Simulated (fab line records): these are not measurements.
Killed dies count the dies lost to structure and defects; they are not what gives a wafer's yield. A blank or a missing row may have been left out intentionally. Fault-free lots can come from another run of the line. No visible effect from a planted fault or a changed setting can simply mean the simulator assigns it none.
Matching of chambers || flow nand_harc || NHARC_A_STAIRCASE_DESCUM_270 on rie_diel-12: 4 sister chambers
The step chemistry O2, time 3 s. 4 wafers are shown with their chamber, then 8 later ones without.

## WAFERS WITH THEIR CHAMBER
{"wafer": "L090.1", "chamber": 1, "drypump_motor_current_A (A)": 6.6}
{"wafer": "L088.1", "chamber": 0, "drypump_motor_current_A (A)": 6.3}
{"wafer": "L088.5", "chamber": 2, "drypump_motor_current_A (A)": 5.5}
{"wafer": "L092.2", "chamber": 3, "drypump_motor_current_A (A)": 5.9}

## WAFERS WHOSE CHAMBER IS MISSING
{"wafer": "L092.3", "drypump_motor_current_A (A)": 6.6}
{"wafer": "L092.4", "drypump_motor_current_A (A)": 5.4}
{"wafer": "L093.3", "drypump_motor_current_A (A)": 6.6}
{"wafer": "L093.5", "drypump_motor_current_A (A)": 6.3}
{"wafer": "L093.6", "drypump_motor_current_A (A)": 6.6}
{"wafer": "L094.1", "drypump_motor_current_A (A)": 5.4}
{"wafer": "L094.4", "drypump_motor_current_A (A)": 5.9}
{"wafer": "L094.5", "drypump_motor_current_A (A)": 5.4}

## EACH ONE'S CHAMBER
{"wafer": "L092.3", "from the rows above": 1, "in truth": 1}
{"wafer": "L092.4", "from the rows above": 2, "in truth": 2}
{"wafer": "L093.3", "from the rows above": 1, "in truth": 1}
{"wafer": "L093.5", "from the rows above": 0, "in truth": 0}
{"wafer": "L093.6", "from the rows above": 1, "in truth": 1}
{"wafer": "L094.1", "from the rows above": 2, "in truth": 2}
{"wafer": "L094.4", "from the rows above": 3, "in truth": 3}
{"wafer": "L094.5", "from the rows above": 2, "in truth": 2}
Placed correctly: 8 of 8. From these rows, 0 cannot be placed. Wrongly placed: 0.
How it was worked out, from the rows above alone: a wafer's distance from a chamber is the root of the sum, over the readings, of the square of ((its reading less the chamber's mean) divided by the reading's scatter). The wafer belongs to the nearest chamber; if the next one is less than 2 further off, it can't be placed. Each chamber's mean is taken over the wafers shown for it. The scatter: with one shown wafer a chamber, the root of the mean of the squares of how far each hidden wafer lies from its nearest shown one.
